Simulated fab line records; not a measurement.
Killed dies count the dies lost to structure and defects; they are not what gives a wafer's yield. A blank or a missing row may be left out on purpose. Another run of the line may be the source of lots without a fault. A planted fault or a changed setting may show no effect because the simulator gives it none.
The tool behind it: which one? -- flow nandHarc -- 72 wafers from 24 lots sampled at 2 of the route's 1302 steps

== WHAT EACH GAUGE READ, for each wafer ==
NHARC_A_SGD_CUT_INSPECT_25. Usual: rawDefectCount 370, standard deviation 69.
lot,measured,on,rawDefectCount,flag
L074,day 19 11:14,defectInspect-01,405 348 376,
L075,day 20 06:41,defectInspect-02,363 424 322,
L077,day 20 06:42,defectInspect-01,497 457 427,
L076,day 20 06:44,defectInspect-02,409 407 337,
L078,day 21 00:40,defectInspect-02,392 406 371,
L079,day 21 14:11,defectInspect-01,313 301 370,
L080,day 21 14:12,defectInspect-02,348 491 413,
L081,day 22 13:44,defectInspect-02,352 359 407,
L082,day 23 13:35,defectInspect-02,356 511 413,
L084,day 23 16:48,defectInspect-01,476 386 369,
L085,day 23 16:49,defectInspect-02,426 280 393,
L083,day 23 16:51,defectInspect-01,274 419 333,
L086,day 24 10:17,defectInspect-01,341 317 322,
L088,day 25 04:41,defectInspect-01,342 525 335,
L089,day 25 04:46,defectInspect-01,176 272 282,
L087,day 25 04:52,defectInspect-02,449 330 292,
L090,day 26 03:32,defectInspect-02,325 395 293,
L093,day 27 00:53,defectInspect-02,441 438 447,
L092,day 27 00:55,defectInspect-02,481 310 263,
L091,day 27 00:58,defectInspect-01,454 396 367,
L094,day 27 10:44,defectInspect-01,340 371 429,
L095,day 28 12:55,defectInspect-02,255 294 241,
L097,day 28 12:56,defectInspect-01,488 427 386,
L096,day 29 01:25,defectInspect-01,439 451 407,

NHARC_A_SLIT_CD_MEAS_09: target cd 300 nm. Usual: cdNm 300.2 nm, standard deviation 0.37.
lot,measured,on,cdNm (nm),flag
L074,day 19 16:25,cdSem-03,300.7 300.7 300.5,
L075,day 20 11:28,cdSem-03,300.3 300.8 300.4,
L077,day 20 12:06,cdSem-01,300.2 300.5 300.2,
L076,day 20 12:46,cdSem-02,300.3 299.9 299.7,
L078,day 21 05:34,cdSem-01,300.5 300.6 300.7,
L079,day 21 19:18,cdSem-03,300.4 300.4 300.7,
L080,day 21 20:41,cdSem-03,299.5 300.4 300.1,
L081,day 22 18:38,cdSem-03,300.0 300.1 299.9,
L082,day 23 19:21,cdSem-01,300.5 299.9 300.1,
L084,day 23 22:43,cdSem-01,300.2 300.4 299.9,
L085,day 23 23:04,cdSem-03,300.6 300.4 299.4,
L083,day 24 00:14,cdSem-03,299.2 300.7 300.0,
L086,day 24 15:57,cdSem-01,300.3 300.5 300.5,
L088,day 25 09:25,cdSem-03,300.2 300.6 300.0,
L089,day 25 09:41,cdSem-03,300.0 299.7 299.4,
L087,day 25 09:50,cdSem-02,299.7 300.9 300.4,
L090,day 26 08:55,cdSem-03,299.7 299.7 300.1,
L093,day 27 06:14,cdSem-02,300.2 299.8 299.7,
L092,day 27 06:56,cdSem-03,299.8 300.4 300.0,
L091,day 27 08:39,cdSem-02,300.0 300.2 300.4,
L094,day 27 17:32,cdSem-02,300.7 300.1 300.5,
L095,day 28 17:49,cdSem-01,300.1 300.2 300.2,
L097,day 28 17:58,cdSem-03,300.2 299.6 299.7,
L096,day 29 08:22,cdSem-02,300.5 300.6 300.1,

== WHAT TOOL EACH LOT RAN ON (gives the tool, then ch and the chambers of the sampled wafers, and finally the start) ==
Record: no process step prior to these readings.

== WHAT THE TOOLS THEMSELVES READ (means of the sampled wafers that have a number; where no wafer has one, the mark that the record gives instead) ==
The record holds no such reading with a usual standard deviation.

== THE ANSWER, worked out from the rows above alone ==
Rule: a lot counts as off when the mean over its wafers that have a number is more than 3 standard deviations away from the usual mean. Also off: a lot with no number at a reading for which 4 or more lots have one. Any other lot the step has rows for is counted as sound. After the gauges, taken in route order, come the tools' own readings; for these a lot's mean is taken, as printed above. The first step at which some lot is off is used, and at that step the reading that is off furthest; a lot without a number counts as furthest.
No lot is off on any of the readings shown, so nothing can be concluded from this.

== WHAT THE SIMULATOR HAD INSERTED ==
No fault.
